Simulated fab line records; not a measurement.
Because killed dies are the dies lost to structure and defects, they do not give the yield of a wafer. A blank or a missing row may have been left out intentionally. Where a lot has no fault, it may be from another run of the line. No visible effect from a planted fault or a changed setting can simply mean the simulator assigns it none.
A struck lot beside a sound one    flow n5_finfet    37 out of 1938 route steps
Sound: these wafers, L684.2, L684.3, L684.6. Wafers L689.2, L689.3, L689.5 were the ones struck. The cause is named last.
At each step with rows: each side's tool, then ch and its chambers, then its first start. Under that, the readings that differ: sound wafers    struck wafers    difference of the means    sigmas: that difference in standard deviations of wafers without a fault.
alike: same words and numbers on both sides, and readings whose means sit less than 2 such deviations apart. not compared: any withheld reading, any reading some wafer has no value for, any bound like >300 that may hide the same value, and any number with overlapping values for which the record gives no deviation.
A row with sigmas, a row that says differs or no value, or rows on one side alone: a step with any of these is where the two part. Numbers that don't overlap but have no deviation are shown without sigmas and don't part them. Lack of a reading on every wafer of one side parts them only where that side has two or more wafers.

first, 9 steps without rows for these wafers: N5_BEOL_M9_DESCUM_33 (chemistry O2, time 7 s); N5_BEOL_M9_ETCH_76 (etches underlayer in N2/H2, target depth 6.5 nm, time 5.2 s); N5_BEOL_M9_ETCH_65 (etches SiARC in CF4, target depth 15.6 nm, time 26 s); N5_BEOL_M9_ETCH_66 (etches SOC in N2/H2, target depth 80 nm, overetch 16 nm, time 120 s); N5_BEOL_M9_STRIP_69 (strips in N2/H2); N5_BEOL_M9_STRIP_77 (strips in N2/H2); N5_BEOL_M9_VIA_ETCH_34 (etches SiCOH lowk in C4F6/O2, target depth 182.4 nm, time 68.4 s); N5_BEOL_M9_STRIP_73 (strips in C4F6/O2); N5_BEOL_M9_STRIP_36 (strips in N2/H2).
N5_BEOL_M9_TRENCH_ETCH_37: etches SiCOH lowk in C4F6/O2, target depth 151.43 nm, time 49 s.
  sound on rie_diel-04 ch 1,2,3, day 13 07:58; struck on rie_diel-02 ch 0,1,2, day 14 15:01
reading                                     sound              struck             difference  sigmas
run_length_s (s)                            72.5 71.9 72.2     61.4 60.8 59.7     -11.6       -25
time_s (s)                                  49 49 49           34.3 34.3 34.3     -14.7       
model.BEOL_M9.feature_depth_nm (nm)         151.4 149.6 152.8  105.6 108.2 108    -44.0       
model.etch.depth_nm (nm)                    151.4 149.6 152.8  105.6 108.2 107.9  -44.0       
model.TiN_of_BEOL_M9_HM_DEP_02.thk_nm (nm)  15.8 16 15.6       17.2 17.2 17.2     +1.4        
  alike: drypump_motor_current_A, mfc_ar_sccm, oes_ar_750_au, oes_f_703_au, oes_product_au, rf_vpp_V, showerhead_plenum_p_Torr, throttle_valve_pct
  not compared: rf_hours_counter_h
then, 2 steps without rows for these wafers: N5_BEOL_M9_ETCH_41 (etches SiCN in CH3F/O2, target depth 36.6 nm, time 70.1 s); N5_BEOL_M9_STRIP_80 (strips in N2/H2, time 10 s).
N5_BEOL_M9_OCD_MEAS_38:
  struck on ocd-02, day 14 15:11; sound on ocd-02, day 13 08:09
reading               sound              struck             difference  sigmas
trench_depth_nm (nm)  151.7 150.0 153.1  105.4 108.3 108.2  -44.3       -21
then, 13 steps without rows for these wafers: N5_BEOL_M9_HM_STRIP_39 (strips TiN in peroxide tin strip, target depth 25 nm, time 158 s); N5_BEOL_M9_SRD_40 (time 30 s); N5_BEOL_M9_PRECLEAN_42 (cleans in residue remover, time 60 s); N5_BEOL_M9_SRD_43 (time 30 s); N5_BEOL_M9_CURE_72 (cures SiCOH lowk, time 120 s); N5_BEOL_M9_DEGAS_44 (time 60 s); N5_BEOL_M9_PRE_CLEAN_45 (time 30 s); N5_BEOL_M9_ALD_74 (deposits TaN, target thk 2 nm, pulse time 2 s, purge time 3 s); N5_BEOL_M9_SURFACE_TREAT_79; N5_BEOL_M9_CVD_78 (deposits Co from CCTBA/H2, target thk 2 nm, time 138.9 s); N5_BEOL_M9_SPUTTER_48 (material Cu, target thk 12 nm, time 2 s); N5_BEOL_M9_ECD_50 (material Cu, target thk 318 nm); N5_BEOL_M9_ANNEAL_51 (time 90 s).
N5_BEOL_M9_CMP_52: polishes, stops on SiCOH lowk, t overpolish 7 s, target thk 140 nm.
  sound on cmp-01 ch 0,2,3, day 13 11:23; struck on cmp-01 ch 0,2,3, day 14 17:44
reading                                 sound              struck        difference  sigmas
model.Cu_of_BEOL_M9_ECD_50.thk_nm (nm)  140.2 140.8 142.8  94 96.4 95.2  -46         
  alike: motor_current_A
N5_BEOL_M9_THK_MEAS_53: measures by xrf.
  struck on film_metro-02, day 14 18:00; sound on film_metro-01, day 13 11:36
reading      sound              struck          difference  sigmas
M9_THK (nm)  143.3 143.3 146.5  94.6 97.3 95.6  -48.5       -19
then, 2 steps without rows for these wafers: N5_BEOL_M9_PRE_CLEAN_55 (time 15 s); N5_BEOL_M9_DEP_56 (deposits SiCN from 3MS/NH3, target thk 15 nm, time 26.5 s).
N5_BEOL_M9_RS_MEAS_57: uses a four-point probe to measure.
  struck on film_metro-01, day 14 18:08; sound on film_metro-01, day 13 11:44
reading         sound                 struck                difference  sigmas
M9_RS (ohm/sq)  0.1504 0.1499 0.1475  0.2360 0.2291 0.2325  +0.0833     +32
then, 5 steps without rows for these wafers: N5_BEOL_M10_ILD_DEP_00 (deposits SiCOH lowk from DEMS/porogen, target thk 308.51 nm, time 58 s); N5_BEOL_M10_CURE_71 (cures SiCOH lowk, time 240 s); N5_BEOL_M10_PECVD_70 (deposits SiO2 from TEOS/O2, target thk 20 nm, time 22.7 s); N5_BEOL_M10_HM_DEP_02 (deposits TiN, target thk 20 nm); N5_BEOL_M10_COAT_59 (time 60 s, resist thk 100 nm).
N5_BEOL_M15_RC_MEAS_101:
  sound on prober-02 ch 0, day 15 04:29; struck on prober-01 ch 0, day 16 11:04
reading                    sound                 struck                difference  sigmas
SERP_M14 (ohm/um)          0.1586 0.1567 0.1567  0.1645 0.1664 0.1671  +0.0087     +3
SERP_M9 (ohm/um)           3.08 2.98 2.96        4.78 4.80 4.69        +1.75       +25
SERP_M9_max_site (ohm/um)  3.15 3.09 3.04        4.87 4.87 4.90        +1.79       +24
  alike: COMB_M10, COMB_M11, COMB_M11_max_site, COMB_M12, COMB_M13, COMB_M14, COMB_M15, COMB_M5, COMB_M6, COMB_M7, COMB_M7_max_site, COMB_M8, SERP_M10, SERP_M11, SERP_M12, SERP_M13, SERP_M5, SERP_M6, SERP_M7, SERP_M8

== WHERE THEY PART ==
At N5_BEOL_M9_TRENCH_ETCH_37 first; at N5_BEOL_M15_RC_MEAS_101 last (within this record only).

WHY: whatever the simulator had introduced
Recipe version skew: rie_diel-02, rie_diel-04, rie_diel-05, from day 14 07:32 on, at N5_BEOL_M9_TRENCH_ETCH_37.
